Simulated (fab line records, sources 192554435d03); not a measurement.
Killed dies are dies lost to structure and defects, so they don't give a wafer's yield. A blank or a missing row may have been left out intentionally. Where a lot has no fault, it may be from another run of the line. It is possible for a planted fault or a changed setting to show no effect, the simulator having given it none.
Chamber matching | flow n5-finfet | rie-diel-06 running N5_FIN_SAQP_STRIP_77: 4 sister chambers
The step strips in N2/H2, time 90 s. 20 wafers are shown with their chamber, then 10 later ones without.

## WAFERS, EACH WITH ITS CHAMBER
wafer  | chamber | drypump-motor-current-A (A) | showerhead-plenum-p-Torr (Torr) | throttle-valve-pct (%)
L078.4 | 1       | 6.5                         | 3.46                            | 11.8
L078.5 | 3       | 4.8                         | 3.33                            | 12.2
L078.6 | 0       | 5.3                         | 3.51                            | 12.3
L080.3 | 1       | 6.5                         | 3.46                            | 11.8
L080.4 | 0       | 5.3                         | 3.51                            | 12.3
L080.5 | 1       | 6.5                         | 3.46                            | 11.8
L082.2 | 0       | 5.3                         | 3.50                            | 12.3
L082.3 | 1       | 6.5                         | 3.46                            | 11.8
L082.6 | 1       | 6.4                         | 3.46                            | 11.8
L088.1 | 1       | 6.5                         | 3.45                            | 11.8
L088.3 | 3       | 4.8                         | 3.32                            | 11.6
L088.5 | 1       | 6.5                         | 3.45                            | 11.8
L089.2 | 3       | 4.8                         | 3.32                            | 11.7
L089.3 | 2       | 5.4                         | 3.45                            | 12.4
L089.6 | 3       | 4.8                         | 3.32                            | 11.7
L090.1 | 3       | 4.8                         | 3.32                            | 11.7
L090.2 | 2       | 5.4                         | 3.44                            | 12.4
L090.6 | 0       | 5.3                         | 3.49                            | 12.4
L092.2 | 3       | 4.8                         | 3.32                            | 11.7
L092.4 | 0       | 5.3                         | 3.49                            | 12.4

SIGNATURES, as means of the wafers listed above
reading                  | chamber 0 | chamber 1 | chamber 2 | chamber 3 | scatter within a chamber
drypump-motor-current-A  | 5.300     | 6.486     | 5.400     | 4.800     | 0.0231
showerhead-plenum-p-Torr | 3.5000    | 3.4571    | 3.4450    | 3.3217    | 0.0065
throttle-valve-pct       | 12.340    | 11.800    | 12.400    | 11.767    | 0.124
Rule: for each reading, subtract the chamber's mean from the wafer's reading, divide by that reading's scatter and square the result; add these up over the readings and take the root, which gives the wafer's distance from the chamber. If the next closest chamber is less than 2 further off than the closest, the wafer can't be placed; otherwise it belongs to the closest. The scatter: take each reading less its chamber's mean, square it, sum over the shown wafers, divide by the number of wafers less the number of chambers, and take the root.

## WAFERS WITHOUT THEIR CHAMBER
wafer  | drypump-motor-current-A (A) | showerhead-plenum-p-Torr (Torr) | throttle-valve-pct (%)
L092.6 | 4.8                         | 3.32                            | 11.7
L093.1 | 6.4                         | 3.45                            | 11.8
L093.5 | 6.4                         | 3.45                            | 11.8
L093.6 | 5.3                         | 3.49                            | 12.4
L094.2 | 6.5                         | 3.45                            | 11.9
L094.3 | 4.8                         | 3.31                            | 11.7
L094.5 | 4.8                         | 3.31                            | 11.7
L097.1 | 5.4                         | 3.44                            | 11.8
L097.4 | 4.8                         | 3.31                            | 11.7
L097.5 | 5.5                         | 3.44                            | 11.8

## EACH ONE'S CHAMBER
wafer  | from the rows above | in truth
L092.6 | 3                   | 3
L093.1 | 1                   | 1
L093.5 | 1                   | 1
L093.6 | 0                   | 0
L094.2 | 1                   | 1
L094.3 | 3                   | 3
L094.5 | 3                   | 3
L097.1 | 2                   | 2
L097.4 | 3                   | 3
L097.5 | 2                   | 2
Correctly placed: 10 of 10. Not placeable from these rows: 0. Number placed wrongly: 0.
